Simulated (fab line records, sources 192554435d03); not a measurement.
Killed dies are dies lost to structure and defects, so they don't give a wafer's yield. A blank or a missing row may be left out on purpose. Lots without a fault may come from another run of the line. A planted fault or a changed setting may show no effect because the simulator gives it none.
Chamber matching | flow n5_finfet | N5_FIN_SAQP_ALD_61 on ald_sin-01: 4 sister chambers
The step deposits SiO2, target thk 4 nm, pulse time 1 s, purge time 2 s. 4 wafers are shown with their chamber, then 10 later ones without.

WAFERS WITH THEIR CHAMBER
wafer  | chamber | heater_power_w (W)
L077.3 | 3       | 507
L082.5 | 1       | 420
L084.2 | 0       | 460
L084.3 | 2       | 602

WAFERS WITHOUT THEIR CHAMBER
wafer  | heater_power_w (W)
L084.5 | 590
L085.3 | 588
L085.4 | 427
L085.5 | 420
L086.1 | 594
L086.4 | 522
L086.5 | 601
L094.2 | 455
L094.4 | 425
L094.5 | 523

WHICH CHAMBER EACH WENT THROUGH
wafer  | from the rows above | in truth
L084.5 | 2                   | 2
L085.3 | 2                   | 2
L085.4 | 1                   | 1
L085.5 | 1                   | 1
L086.1 | 2                   | 2
L086.4 | 3                   | 3
L086.5 | 2                   | 2
L094.2 | 0                   | 0
L094.4 | 1                   | 1
L094.5 | 3                   | 3
Placed correctly: 10 of 10. Can't be placed from these rows: 0. Placed wrongly: 0.
How it was worked out, from the rows above alone: a wafer's distance from a chamber is the root of the sum, over the readings, of the square of ((its reading less the chamber's mean) divided by the reading's scatter). The wafer belongs to the nearest chamber; if the next one is less than 2 further off, it can't be placed. A chamber's mean is the mean of its shown wafers. The scatter: with one shown wafer a chamber, the root of the mean of the squares of how far each hidden wafer lies from its nearest shown one.
